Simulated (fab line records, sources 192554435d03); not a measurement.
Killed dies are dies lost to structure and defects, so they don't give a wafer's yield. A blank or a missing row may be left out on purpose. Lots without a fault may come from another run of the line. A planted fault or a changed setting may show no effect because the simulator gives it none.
Which tool did it? | flow n5_finfet | 9 lots, 27 wafers sampled, at 5 steps of a route of 1938

WHAT THE GAUGES READ, wafer by wafer
N5_BEOL_M4_RC_MEAS_101. Usual: DIBL_N 36.7 mV/V, standard deviation 1.8; DIBL_P 37.0 mV/V, standard deviation 2.4; IOFF_N 0.17 nA/um, standard deviation 0.036; IOFF_P 0.22 nA/um, standard deviation 0.042; ION_N 673 uA/um, standard deviation 12; ION_P 462 uA/um, standard deviation 8.5; RS_NWELL 1036 ohm/sq, standard deviation 7.1; SS_N 71.7 mV/dec, standard deviation 0.62; SS_P 73.4 mV/dec, standard deviation 0.65; VT_N 250 mV, standard deviation 3.7; VT_P -250 mV, standard deviation 3.7.
lot  | measured     | on        | DIBL_N (mV/V)  | DIBL_P (mV/V)  | IOFF_N (nA/um) | IOFF_P (nA/um) | ION_N (uA/um) | ION_P (uA/um) | RS_NWELL (ohm/sq) | SS_N (mV/dec)  | SS_P (mV/dec)  | VT_N (mV)   | VT_P (mV)      | flag
L712 | day 8 22:50  | prober-01 | 38.0 36.5 37.5 | 39.7 37.5 39.1 | 0.19 0.16 0.18 | 0.24 0.20 0.23 | 682 676 678   | 462 460 458   | 1030 1036 1037    | 72.3 71.0 71.5 | 73.6 73.5 74.0 | 247 250 248 | -250 -252 -251 |
L716 | day 9 22:57  | prober-02 | 34.1 36.1 33.6 | 34.9 36.7 34.7 | 0.11 0.13 0.11 | 0.15 0.18 0.15 | 642 654 647   | 447 443 446   | 1053 1049 1042    | 71.1 71.3 70.5 | 73.3 72.7 72.5 | 257 257 256 | -253 -252 -255 |
L717 | day 9 12:34  | prober-01 | 37.7 34.6 35.9 | 38.4 34.7 35.1 | 0.17 0.13 0.14 | 0.21 0.16 0.17 | 670 671 655   | 455 456 447   | 1038 1039 1033    | 72.2 71.1 71.1 | 73.5 72.0 73.6 | 251 252 252 | -253 -255 -254 |
L721 | day 10 21:43 | prober-01 | 35.9 35.4 37.8 | 35.9 35.4 37.7 | 0.17 0.15 0.20 | 0.25 0.24 0.29 | 683 667 672   | 479 470 474   | 1039 1043 1035    | 71.0 72.1 71.9 | 72.7 72.2 73.1 | 246 250 245 | -243 -244 -243 |
L724 | day 11 22:43 | prober-01 | 36.3 31.7 38.1 | 38.6 31.5 40.0 | 0.17 0.10 0.20 | 0.25 0.15 0.28 | 680 651 668   | 468 457 464   | 782 776 781       | 71.7 69.3 72.6 | 74.3 72.0 74.5 | 246 256 248 | -247 -250 -248 | OFF
L725 | day 12 07:16 | prober-01 | 34.9 35.1 34.5 | 37.2 36.2 36.0 | 0.14 0.13 0.13 | 0.22 0.19 0.19 | 669 664 674   | 465 460 463   | 770 774 782       | 70.8 71.2 71.3 | 73.9 74.0 73.4 | 252 255 250 | -251 -253 -253 | OFF
L733 | day 13 14:30 | prober-02 | 38.1 39.6 37.0 | 36.4 38.4 35.7 | 0.17 0.20 0.15 | 0.25 0.29 0.23 | 687 671 683   | 471 462 470   | 1042 1038 1035    | 71.4 72.5 70.7 | 73.9 73.2 73.3 | 247 250 249 | -248 -247 -248 |
L734 | day 14 18:44 | prober-02 | 37.6 36.9 36.6 | 38.4 37.5 37.7 | 0.18 0.16 0.16 | 0.24 0.22 0.23 | 684 671 676   | 467 460 469   | 1041 1044 1046    | 72.0 71.8 71.8 | 72.7 73.1 73.9 | 248 249 249 | -250 -254 -251 |
L735 | day 15 19:44 | prober-01 | 36.6 36.8 35.9 | 36.4 35.9 35.0 | 0.15 0.16 0.14 | 0.19 0.20 0.18 | 669 682 670   | 454 464 455   | 1027 1031 1026    | 71.8 71.9 71.6 | 72.8 73.6 73.4 | 251 248 251 | -252 -253 -254 |

WHICH TOOL RAN EACH LOT (tool, then ch and the chambers of the sampled wafers, then the start)
lot  | N5_ZERO_LAYER_PECVD_02         | N5_ZERO_LAYER_ETCH_17             | N5_WELL_APT_IMPLANT_14         | N5_WELL_APT_DESCUM_30
L712 | pecvd-03 ch 0,1,2, day 1 12:19 | rie_diel-05 ch 0,1,3, day 1 12:44 | implanter-02 ch 0, day 1 13:50 | rie_diel-04 ch 0,1,3, day 1 14:48
L716 | pecvd-02 ch 0,2, day 2 12:18   | rie_diel-06 ch 0,3, day 2 12:52   | implanter-02 ch 0, day 2 14:04 | rie_diel-04 ch 0,3, day 2 15:05
L717 | pecvd-01 ch 1,2, day 2 18:17   | rie_diel-06 ch 0,1,3, day 2 19:31 | implanter-01 ch 0, day 2 20:40 | rie_diel-02 ch 1,3, day 2 22:03
L721 | pecvd-02 ch 0,1,2, day 3 18:17 | rie_diel-03 ch 1,2,3, day 3 18:50 | implanter-01 ch 0, day 3 19:56 | rie_diel-04 ch 0,1, day 3 21:05
L724 | pecvd-03 ch 1,2, day 4 12:19   | rie_diel-03 ch 0,3, day 4 12:53   | implanter-01 ch 0, day 4 13:58 | rie_diel-02 ch 0,3, day 4 15:05
L725 | pecvd-02 ch 0,1, day 4 18:17   | rie_diel-03 ch 0,2,3, day 4 18:43 | implanter-01 ch 0, day 4 19:57 | rie_diel-04 ch 0,2,3, day 4 21:04
L733 | pecvd-02 ch 1,2, day 6 18:17   | rie_diel-06 ch 0,3, day 6 18:50   | implanter-02 ch 0, day 6 20:08 | rie_diel-04 ch 2,3, day 6 21:08
L734 | pecvd-02 ch 0,1, day 7 00:17   | rie_diel-03 ch 0,2, day 7 00:43   | implanter-02 ch 0, day 7 01:53 | rie_diel-01 ch 1,2,3, day 7 02:54
L735 | pecvd-01 ch 0,1,2, day 7 06:17 | rie_diel-05 ch 0,2,3, day 7 06:43 | implanter-02 ch 0, day 7 07:45 | rie_diel-02 ch 0,2,3, day 7 09:09
- N5_ZERO_LAYER_PECVD_02: deposits SiO2 from SiH4/N2O, target thk 10 nm, time 6 s.
- N5_ZERO_LAYER_ETCH_17: etches SiO2 in CF4, target depth 12 nm, time 13.3 s.
- N5_WELL_APT_IMPLANT_14
- N5_WELL_APT_DESCUM_30: chemistry O2, time 7.9 s.

WHAT THE TOOLS THEMSELVES READ (means of the sampled wafers that have a number; where no wafer has one, the mark that the record gives instead)
N5_ZERO_LAYER_PECVD_02. Usual: heater_power_w 802 W, standard deviation 110; showerhead_plenum_p_Torr 8.16 Torr, standard deviation 0.06.
lot  | tool     | heater_power_w (W) | showerhead_plenum_p_Torr (Torr) | flag
L712 | pecvd-03 | 865                | 8.20                            |
L716 | pecvd-02 | 878                | 8.16                            |
L717 | pecvd-01 | 791                | 8.16                            |
L721 | pecvd-02 | 791                | 8.14                            |
L724 | pecvd-03 | 844                | 8.23                            |
L725 | pecvd-02 | 772                | 8.17                            |
L733 | pecvd-02 | 625                | 8.10                            |
L734 | pecvd-02 | 754                | 8.16                            |
L735 | pecvd-01 | 814                | 8.14                            |

N5_ZERO_LAYER_ETCH_17. Usual: drypump_motor_current_A 5.7 A, standard deviation 0.45; oes_product_au 0.81 a.u., standard deviation 0.07; rf_vpp_V 949 V, standard deviation 4.7; showerhead_plenum_p_Torr 2.15 Torr, standard deviation 0.076; throttle_valve_pct 15.54 %, standard deviation 0.15.
lot  | tool        | drypump_motor_current_A (A) | oes_product_au (a.u.) | rf_vpp_V (V) | showerhead_plenum_p_Torr (Torr) | throttle_valve_pct (%) | flag
L712 | rie_diel-05 | 6.1                         | 0.76                  | 948          | 2.14                            | 15.64                  |
L716 | rie_diel-06 | 5.8                         | 0.79                  | 956          | 2.24                            | 15.53                  |
L717 | rie_diel-06 | 5.7                         | 0.81                  | 950          | 2.16                            | 15.57                  |
L721 | rie_diel-03 | 5.5                         | 0.89                  | 949          | 2.15                            | 15.40                  |
L724 | rie_diel-03 | 5.2                         | 0.83                  | 953          | 2.23                            | 15.54                  |
L725 | rie_diel-03 | 5.5                         | 0.80                  | 949          | 2.16                            | 15.46                  |
L733 | rie_diel-06 | 5.8                         | 0.76                  | 954          | 2.23                            | 15.56                  |
L734 | rie_diel-03 | 5.7                         | 0.77                  | 946          | 2.11                            | 15.45                  |
L735 | rie_diel-05 | 5.5                         | 0.79                  | 949          | 2.15                            | 15.61                  |

N5_WELL_APT_IMPLANT_14. Usual: dose_ions_cm2 1.5001e+13, standard deviation 1.5e+10; faraday_current_uA 190, standard deviation 3.3.
lot  | tool         | dose_ions_cm2 | faraday_current_uA | flag
L712 | implanter-02 | 1.5006e+13    | 190                |
L716 | implanter-02 | 1.4999e+13    | 187                |
L717 | implanter-01 | 1.5018e+13    | 189                |
L721 | implanter-01 | 1.4990e+13    | 187                |
L724 | implanter-01 | 2.4986e+13    | 316                | OFF
L725 | implanter-01 | 2.4997e+13    | 313                | OFF
L733 | implanter-02 | 1.5009e+13    | 187                |
L734 | implanter-02 | 1.5004e+13    | 189                |
L735 | implanter-02 | 1.5005e+13    | 188                |

N5_WELL_APT_DESCUM_30. Usual: drypump_motor_current_A 5.7 A, standard deviation 0.42; oes_product_au 0.78 a.u., standard deviation 0.088; rf_vpp_V 243.2 V, standard deviation 1.4; showerhead_plenum_p_Torr 2.09 Torr, standard deviation 0.079; throttle_valve_pct 20.29 %, standard deviation 0.18.
lot  | tool        | drypump_motor_current_A (A) | oes_product_au (a.u.) | rf_vpp_V (V) | showerhead_plenum_p_Torr (Torr) | throttle_valve_pct (%) | flag
L712 | rie_diel-04 | 6.0                         | 0.75                  | 243.1        | 2.07                            | 20.25                  |
L716 | rie_diel-04 | 5.8                         | 0.75                  | 242.0        | 2.05                            | 20.16                  |
L717 | rie_diel-02 | 5.7                         | 0.76                  | 243.2        | 2.12                            | 20.20                  |
L721 | rie_diel-04 | 6.2                         | 0.72                  | 244.1        | 2.08                            | 20.39                  |
L724 | rie_diel-02 | 5.5                         | 0.71                  | 244.2        | 2.13                            | 20.21                  |
L725 | rie_diel-04 | 5.8                         | 0.78                  | 241.8        | 2.03                            | 20.17                  |
L733 | rie_diel-04 | 5.8                         | 0.79                  | 243.4        | 2.07                            | 20.11                  |
L734 | rie_diel-01 | 5.5                         | 0.83                  | 244.1        | 2.17                            | 20.38                  |
L735 | rie_diel-02 | 5.6                         | 0.70                  | 242.7        | 2.07                            | 20.37                  |

THE ANSWER, worked out from the rows above alone
Rule: a lot is off if the mean of its wafers that have a number lies more than 3 standard deviations from the usual mean. A lot without any number at a reading at which 4 lots or more have one is off too. The other lots that the step has rows for count as sound. The gauges are gone through in route order, then the tools' own readings, and for those a lot's mean is taken as printed above. The first step at which some lot is off is used, and at that step the reading that is off furthest; a lot without a number counts as furthest.
Off: L724, L725, at N5_BEOL_M4_RC_MEAS_101 (RS_NWELL).
A tool fits if, at a process step before that reading, it ran every lot that is off, and no sound lot after the first of them. The gauges at N5_BEOL_M4_RC_MEAS_101 aren't tried: what is off there is off at N5_WELL_APT_IMPLANT_14 too, on other tools, and a gauge's error can't cause that. One fits: implanter-01 at N5_WELL_APT_IMPLANT_14. Its last sound lot is L721 (day 3 19:56), its first lot that is off L724 (day 4 13:58): a fault that began between those two fits.
The tool's own readings at N5_WELL_APT_IMPLANT_14 bear it out: on the lots that are off they differ by more than 5 times the standard deviation of the sound lots' means. dose_ions_cm2 reads 2.4992e+13 there against 1.5004e+13 on the sound lots; faraday_current_uA reads 314 there against 188 on the sound lots.

WHAT THE SIMULATOR HAD PUT IN
Process parameter drift: implanter-01, from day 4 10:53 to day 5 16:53, at N5_WELL_APT_IMPLANT_14. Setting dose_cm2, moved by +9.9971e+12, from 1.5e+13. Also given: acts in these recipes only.
Lots struck among those shown: L724, L725. The rule above found the same.
